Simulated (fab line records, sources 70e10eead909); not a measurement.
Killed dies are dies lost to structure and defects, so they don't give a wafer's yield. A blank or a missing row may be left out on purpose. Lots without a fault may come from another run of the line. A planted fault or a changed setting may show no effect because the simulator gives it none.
Which tool did it? | flow nand_harc | 12 lots, 36 wafers sampled, at 6 steps of a route of 1159

WHAT THE GAUGES READ, wafer by wafer
NHARC_END_SORT_01. Usual: killed_at_array 29, standard deviation 13; killed_at_other 0.7, standard deviation 1; killed_at_periphery 3.2, standard deviation 2.3; killed_dies 33, standard deviation 13; killed_open 3.3, standard deviation 1.7; killed_short 2.0, standard deviation 1.5.
lot  | measured     | on        | killed_at_array | killed_at_other | killed_at_periphery | killed_dies | killed_open | killed_short | flag
L497 | day 19 06:14 | prober-02 | 21 18           | 0 0             | 1 5                 | 22 23       | 3 5         | 0 1          |

WHICH TOOL RAN EACH LOT (tool, then ch and the chambers of the sampled wafers, then the start)
lot  | NHARC_P_CONTACT_DEP_00                     | NHARC_P_CONTACT_ETCH_36                       | NHARC_P_CONTACT_DEGAS_38     | NHARC_P_CONTACT_CVD_23        | NHARC_P_CONTACT_CMP_24
L497 | pecvd-01 ch 0,1,2, day 5 12:31 or earlier  | rie_diel-02 ch 0,2, day 5 12:31 or earlier    | pvd_sputter-02, day 5 12:31  | cvd_w-02 ch 0,1, day 5 13:02  | cmp-02 ch 2,3, day 5 15:01
L498 | pecvd-04 ch 0,2, day 5 13:38 or earlier    | rie_diel-02 ch 0,1,3, day 5 13:38 or earlier  | pvd_sputter-01, day 5 13:38  | cvd_w-02 ch 0,1, day 5 14:24  | cmp-02 ch 0,2,3, day 5 15:43
L510 | pecvd-03 ch 0,1, day 8 23:22 or earlier    | rie_diel-13 ch 2,3, day 8 23:22 or earlier    | pvd_sputter-03, day 8 23:22  | cvd_w-02 ch 0,1, day 9 03:38  | cmp-04 ch 0,2,3, day 9 04:17
L512 | pecvd-03 ch 1,2, day 9 11:47 or earlier    | rie_diel-13 ch 0,2, day 9 11:47 or earlier    | pvd_sputter-03, day 9 11:47  | cvd_w-01 ch 0,1, day 9 14:44  | cmp-04 ch 0,3, day 9 15:19
L514 | pecvd-03 ch 1,2, day 9 17:55 or earlier    | rie_diel-02 ch 1,2,3, day 9 17:55 or earlier  | pvd_sputter-02, day 9 17:55  | cvd_w-02 ch 0,1, day 9 22:49  | cmp-04 ch 1,2,3, day 9 23:15
L513 | pecvd-04 ch 0,1, day 9 20:02 or earlier    | rie_diel-02 ch 0,2,3, day 9 20:02 or earlier  | pvd_sputter-02, day 9 20:02  | cvd_w-01 ch 1, day 10 02:43   | cmp-03 ch 0,2,3, day 10 03:25
L515 | pecvd-04 ch 0,1, day 10 03:01 or earlier   | rie_diel-13 ch 0,2,3, day 10 03:01 or earlier | pvd_sputter-03, day 10 03:01 | cvd_w-02 ch 0,1, day 10 04:47 | cmp-03 ch 0,1,2, day 10 05:22
L516 | pecvd-01 ch 0,1,2, day 10 08:39 or earlier | rie_diel-13 ch 1,2,3, day 10 08:39 or earlier | pvd_sputter-02, day 10 08:39 | cvd_w-01 ch 0,1, day 10 11:52 | cmp-03 ch 0,1, day 10 12:32
L517 | pecvd-01 ch 0,1,2, day 10 16:08 or earlier | rie_diel-02 ch 0,2, day 10 16:08 or earlier   | pvd_sputter-02, day 10 16:08 | cvd_w-01 ch 0,1, day 10 21:50 | cmp-03 ch 0,3, day 10 22:30
L519 | pecvd-01 ch 0,1,2, day 10 19:03 or earlier | rie_diel-02 ch 0,2, day 10 19:03 or earlier   | pvd_sputter-01, day 10 19:03 | cvd_w-01 ch 0,1, day 10 22:29 | cmp-02 ch 0,1,2, day 10 23:04
L518 | pecvd-04 ch 1,2, day 10 21:56 or earlier   | rie_diel-02 ch 1,2,3, day 10 21:56 or earlier | pvd_sputter-03, day 10 21:56 | cvd_w-01 ch 0,1, day 10 23:07 | cmp-04 ch 1,2, day 10 23:35
L520 | pecvd-03 ch 0,1,2, day 11 07:09 or earlier | rie_diel-13 ch 2,3, day 11 07:09 or earlier   | pvd_sputter-03, day 11 07:09 | cvd_w-02 ch 0,1, day 11 10:44 | cmp-03 ch 2,3, day 11 11:12
- NHARC_P_CONTACT_DEP_00: deposits SiO2, target thk 500 nm.
- NHARC_P_CONTACT_ETCH_36: etches the open film in N2/H2, target depth 260 nm, time 406.25 s.
- NHARC_P_CONTACT_DEGAS_38: time 60 s.
- NHARC_P_CONTACT_CVD_23: deposits W, target thk 200 nm, time 557 s.
- NHARC_P_CONTACT_CMP_24: polishes, t overpolish 30 s, target thk 200 nm.

WHAT THE TOOLS THEMSELVES READ (means of the sampled wafers that have a number; where no wafer has one, the mark that the record gives instead)
NHARC_P_CONTACT_DEP_00. Usual: heater_power_w 556 W, standard deviation 93; mfc_precursor_sccm 161.4 sccm, standard deviation 0.51; throttle_valve_pct 15.8 %, standard deviation 0.52.
lot  | tool     | heater_power_w (W) | mfc_precursor_sccm (sccm) | throttle_valve_pct (%) | flag
L497 | pecvd-01 | 484                | 161.6                     | 16.2                   |
L498 | pecvd-04 | 662                | 161.7                     | 15.6                   |
L510 | pecvd-03 | 535                | 161.6                     | 15.5                   |
L512 | pecvd-03 | 533                | 161.2                     | 15.7                   |
L514 | pecvd-03 | 541                | 161.5                     | 15.6                   |
L513 | pecvd-04 | 610                | 161.3                     | 15.2                   |
L515 | pecvd-04 | 631                | 161.6                     | 15.2                   |
L516 | pecvd-01 | 483                | 161.3                     | 16.4                   |
L517 | pecvd-01 | 510                | 161.3                     | 16.4                   |
L519 | pecvd-01 | 442                | 161.7                     | 16.6                   |
L518 | pecvd-04 | 568                | 161.4                     | 15.4                   |
L520 | pecvd-03 | 559                | 161.4                     | 15.7                   |

NHARC_P_CONTACT_ETCH_36. Usual: drypump_motor_current_A 5.5 A, standard deviation 0.43; oes_product_au 1.005 a.u., standard deviation 0.0094; rf_vpp_V 428.8 V, standard deviation 2.8; showerhead_plenum_p_Torr 1.98 Torr, standard deviation 0.098; throttle_valve_pct 14.171 %, standard deviation 0.009.
lot  | tool        | drypump_motor_current_A (A) | oes_product_au (a.u.) | rf_vpp_V (V) | showerhead_plenum_p_Torr (Torr) | throttle_valve_pct (%) | flag
L497 | rie_diel-02 | 5.4                         | 1.012                 | 429.4        | 2.01                            | 14.165                 |
L498 | rie_diel-02 | 5.4                         | 1.005                 | 429.6        | 2.01                            | 14.169                 |
L510 | rie_diel-13 | 5.7                         | 1.007                 | 428.2        | 1.95                            | 14.169                 |
L512 | rie_diel-13 | 6.2                         | 0.998                 | 430.4        | 2.05                            | 14.170                 |
L514 | rie_diel-02 | 5.5                         | 1.012                 | 426.4        | 1.91                            | 14.168                 |
L513 | rie_diel-02 | 5.2                         | 1.005                 | 429.7        | 2.00                            | 14.175                 |
L515 | rie_diel-13 | 5.8                         | 0.998                 | 429.2        | 2.00                            | 14.170                 |
L516 | rie_diel-13 | 5.4                         | 1.002                 | 427.4        | 1.95                            | 14.162                 |
L517 | rie_diel-02 | 5.2                         | 1.021                 | 433.0        | 2.10                            | 14.173                 |
L519 | rie_diel-02 | 5.4                         | 1.011                 | 429.6        | 2.01                            | 14.175                 |
L518 | rie_diel-02 | 5.5                         | 1.004                 | 426.1        | 1.91                            | 14.179                 |
L520 | rie_diel-13 | 5.5                         | 0.990                 | 428.5        | 1.96                            | 14.170                 |

NHARC_P_CONTACT_DEGAS_38. Usual: heater_power_w 453 W, standard deviation 29.
lot  | tool           | heater_power_w (W) | flag
L497 | pvd_sputter-02 | 455                |
L498 | pvd_sputter-01 | 483                |
L510 | pvd_sputter-03 | 455                |
L512 | pvd_sputter-03 | 448                |
L514 | pvd_sputter-02 | 448                |
L513 | pvd_sputter-02 | 436                |
L515 | pvd_sputter-03 | 451                |
L516 | pvd_sputter-02 | 465                |
L517 | pvd_sputter-02 | 456                |
L519 | pvd_sputter-01 | 464                |
L518 | pvd_sputter-03 | 449                |
L520 | pvd_sputter-03 | 457                |

NHARC_P_CONTACT_CVD_23. Usual: heater_power_w 443 W, standard deviation 42; throttle_valve_pct 8.05 %, standard deviation 0.18.
lot  | tool     | heater_power_w (W) | throttle_valve_pct (%) | flag
L497 | cvd_w-02 | 449                | 8.05                   |
L498 | cvd_w-02 | 438                | 8.12                   |
L510 | cvd_w-02 | 434                | 8.19                   |
L512 | cvd_w-01 | 419                | 8.03                   |
L514 | cvd_w-02 | 434                | 8.20                   |
L513 | cvd_w-01 | 500                | 7.94                   |
L515 | cvd_w-02 | 440                | 8.24                   |
L516 | cvd_w-01 | 463                | 7.99                   |
L517 | cvd_w-01 | 467                | 8.04                   |
L519 | cvd_w-01 | 418                | 8.05                   |
L518 | cvd_w-01 | 417                | 8.06                   |
L520 | cvd_w-02 | 462                | 8.18                   |

NHARC_P_CONTACT_CMP_24. Usual: motor_current_A 12.3 A, standard deviation 1; overpolish_run_s 30.001 s, standard deviation 0.0091; time_to_endpoint_s 39.8 s, standard deviation 2.6.
lot  | tool   | motor_current_A (A) | overpolish_run_s (s) | time_to_endpoint_s (s) | flag
L497 | cmp-02 | 12.4                | 30.001               | 79.6                   | OFF
L498 | cmp-02 | 12.2                | 30.000               | 81.4                   | OFF
L510 | cmp-04 | 11.7                | 30.001               | 39.2                   |
L512 | cmp-04 | 12.4                | 30.003               | 38.7                   |
L514 | cmp-04 | 11.2                | 29.997               | 38.5                   |
L513 | cmp-03 | 13.2                | 30.011               | 39.7                   |
L515 | cmp-03 | 13.2                | 30.001               | 37.6                   |
L516 | cmp-03 | 12.5                | 29.998               | 43.9                   |
L517 | cmp-03 | 12.9                | 30.001               | 39.9                   |
L519 | cmp-02 | 11.6                | 29.996               | 41.7                   |
L518 | cmp-04 | 11.2                | 30.002               | 36.3                   |
L520 | cmp-03 | 12.9                | 29.998               | 39.4                   |

THE ANSWER, worked out from the rows above alone
Rule: a lot is off if the mean of its wafers that have a number lies more than 3 standard deviations from the usual mean. A lot without any number at a reading at which 4 lots or more have one is off too. The other lots that the step has rows for count as sound. The gauges are gone through in route order, then the tools' own readings, and for those a lot's mean is taken as printed above. The first step at which some lot is off is used, and at that step the reading that is off furthest; a lot without a number counts as furthest.
Off: L497, L498, at NHARC_P_CONTACT_CMP_24 (time_to_endpoint_s).
A tool fits if, at that step or a process step before it, it ran every lot that is off, and no sound lot after the first of them. NHARC_P_CONTACT_DEP_00 gives no start for some lots, so the hours and the order of its lots are those of NHARC_P_CONTACT_DEGAS_38. NHARC_P_CONTACT_ETCH_36 gives no start for some lots, so the hours and the order of its lots are those of NHARC_P_CONTACT_DEGAS_38. None of those tried fits.

WHAT THE SIMULATOR HAD PUT IN
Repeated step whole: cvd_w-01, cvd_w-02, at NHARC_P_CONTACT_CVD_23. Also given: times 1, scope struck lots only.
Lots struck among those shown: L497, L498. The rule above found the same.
